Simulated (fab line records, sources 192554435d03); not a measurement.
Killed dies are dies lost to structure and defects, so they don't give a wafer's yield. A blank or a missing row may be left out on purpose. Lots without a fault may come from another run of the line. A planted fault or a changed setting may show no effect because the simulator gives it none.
Chamber matching | flow n5_finfet | N5_MIM_TOP_ETCH_STRIP_01 on rie_diel-04: 4 sister chambers
The step strips in O2. 4 wafers are shown with their chamber, then 7 later ones without.

WAFERS WITH THEIR CHAMBER
wafer  | chamber | throttle_valve_pct (%)
L485.4 | 3       | 17.40
L488.4 | 1       | 16.78
L490.1 | 2       | 16.45
L490.2 | 0       | 16.41

WAFERS WITHOUT THEIR CHAMBER
wafer  | throttle_valve_pct (%)
L490.6 | 16.40
L498.1 | 16.88
L498.2 | 16.49
L498.5 | 16.48
L499.1 | 16.43
L499.5 | 16.93
L499.6 | 16.40

WHICH CHAMBER EACH WENT THROUGH
wafer  | from the rows above     | in truth
L490.6 | can't be placed: 0 or 2 | 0
L498.1 | 1                       | 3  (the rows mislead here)
L498.2 | can't be placed: 2 or 0 | 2
L498.5 | can't be placed: 2 or 0 | 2
L499.1 | can't be placed: 0 or 2 | 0
L499.5 | 1                       | 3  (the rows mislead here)
L499.6 | can't be placed: 0 or 2 | 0
Placed correctly: 0 of 7. Can't be placed from these rows: 5 (the true chamber is among the candidates in 5). Placed wrongly: 2.
How it was worked out, from the rows above alone: a wafer's distance from a chamber is the root of the sum, over the readings, of the square of ((its reading less the chamber's mean) divided by the reading's scatter). The wafer belongs to the nearest chamber; if the next one is less than 2 further off, it can't be placed. A chamber's mean is the mean of its shown wafers. The scatter: with one shown wafer a chamber, the root of the mean of the squares of how far each hidden wafer lies from its nearest shown one.
